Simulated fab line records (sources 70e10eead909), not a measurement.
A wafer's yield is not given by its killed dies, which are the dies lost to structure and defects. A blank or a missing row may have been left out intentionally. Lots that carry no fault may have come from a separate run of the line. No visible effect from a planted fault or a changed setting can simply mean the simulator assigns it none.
Comparing a struck lot with a sound one + flow nandHarc + 26 out of 1302 route steps
Sound: these wafers, L203.1, L203.2, L203.6. Struck: wafers L214.3, L214.6 (left out: L214.4, a lot-mate that was not struck); the cause follows at the end.
At each step with rows: each side's tool, then ch and its chambers, then its first start. Under that, the readings that differ: sound wafers + struck wafers + difference of the means + sigmas: that difference in standard deviations of wafers without a fault.
alike: same words and numbers on both sides, and readings whose means sit less than 2 such deviations apart. not compared: any withheld reading, any reading some wafer has no value for, any bound like >300 that may hide the same value, and any number with overlapping values for which the record gives no deviation.
Wherever a step has rows on one side only, a row that says differs or no value, or a row with sigmas, the two part there. When numbers do not overlap yet have no deviation, they are printed without sigmas and do not part them. A reading that every wafer of one side lacks parts them only if that side has two wafers or more.

first, 2 steps without rows for these wafers: NHARC_P_GATE_PEB_09 (peb time 85 s); NHARC_P_GATE_DEVELOP_10 (time 70 s).
NHARC_P_GATE_CD_MEAS_11 targets a cd of 1640 nm.
  sound on cdSem-01 ch 0, day 5 01:46; struck on cdSem-03 ch 0, day 9 16:34
  alike: cdNm
then, 1 step without rows for these wafers: NHARC_P_GATE_HARDBAKE_12 (time 80 s).
NHARC_P_GATE_DESCUM_13: chemistry O2, time 3 s.
  sound on rieDiel-10 ch 1,2,3, day 5 01:55; struck on rieDiel-09 ch 2, day 9 16:43
| reading                  | sound       | struck  | difference | sigmas |
|--------------------------|-------------|---------|------------|--------|
| drypumpMotorCurrentA (A) | 5.7 5.8 4.9 | 6.7 6.7 | +1.2       | +3     |
  alike: chamberPressureMTorr, oesProductAu, rfVppV, showerheadPlenumPTorr, throttleValvePct
  not compared: rfHoursCounterH
then, 6 steps without rows for these wafers: NHARC_P_GATE_ETCH_14 (etches SiO2 in dHF, target depth 48.8 nm); NHARC_P_GATE_STRIP_15 (strips in SPM, time 780 s); NHARC_P_GATE_PRECLEAN_71 (cleans in SC1); NHARC_P_GATE_SRD_72; NHARC_P_GATE_OXIDE_16 (material SiO2, target thk 3 nm, ox time 392 s); NHARC_P_GATE_CVD_17 (deposits poly-Si, target thk 150 nm, time 900 s).
NHARC_P_GATE_HM_DEP_102: deposits aC, target thk 120 nm.
  sound on aclDep-03 ch 0, day 5 14:29; struck on aclDep-01 ch 0, day 10 08:23
  alike: throttleValvePct
NHARC_P_GATE_DEP_103: deposits SiON, target thk 30 nm.
  sound on pecvd-03 ch 0,2, day 5 15:10; struck on pecvd-01 ch 0, day 10 08:55
  alike: heaterPowerW
then, 8 steps without rows for these wafers: NHARC_P_GATE_DEHYDRATE_18 (time 120 s); NHARC_P_GATE_HMDS_19 (time 30 s); NHARC_P_GATE_COAT_20 (resist thk 90 nm); NHARC_P_GATE_SOFTBAKE_21 (time 55 s); NHARC_P_GATE_EBR_22; NHARC_P_GATE_EXPOSE_23 (exposes mask P GATE, target cd 120 nm); NHARC_P_GATE_PEB_24 (peb time 65 s); NHARC_P_GATE_DEVELOP_25 (develop time 35 s).
NHARC_P_GATE_CD_MEAS_26 targets a cd of 120 nm.
  sound on cdSem-03 ch 0, day 5 15:59; struck on cdSem-03 ch 0, day 10 09:29
  alike: cdNm
NHARC_P_GATE_OVL_MEAS_27:
  struck on overlay-01, day 10 09:34; sound on overlay-01, day 5 16:05
  alike: overlayXNm, overlayYNm
NHARC_P_GATE_INSPECT_28:
  struck on defectInspect-02, day 10 09:36; sound on defectInspect-02, day 5 16:07
| reading        | sound    | struck | difference | sigmas |
|----------------|----------|--------|------------|--------|
| rawDefectCount | 13 12 14 | 50 49  | +36        | +13    |
NHARC_P_GATE_DESCUM_31: chemistry O2, time 3 s.
  sound on rieDiel-08 ch 2,3, day 5 16:11; struck on rieDiel-08 ch 2, day 10 09:40
  alike: chamberPressureMTorr, drypumpMotorCurrentA, oesProductAu, rfVppV, showerheadPlenumPTorr, throttleValvePct
  not compared: rfHoursCounterH
-- jump in the record: it breaks off in module P_GATE and resumes in module END (first step shown: number 1302 of the route), and 20 days separate the struck wafers' starts before and after --
NHARC_END_SORT_01:
  here the record holds rows for the struck wafers (prober-01 ch 0, day 30 04:50) but none for the sound ones

WHERE THEY PART
At NHARC_P_GATE_DESCUM_13 first; at NHARC_END_SORT_01 last (within this record only).

WHY: the cause the simulator had injected
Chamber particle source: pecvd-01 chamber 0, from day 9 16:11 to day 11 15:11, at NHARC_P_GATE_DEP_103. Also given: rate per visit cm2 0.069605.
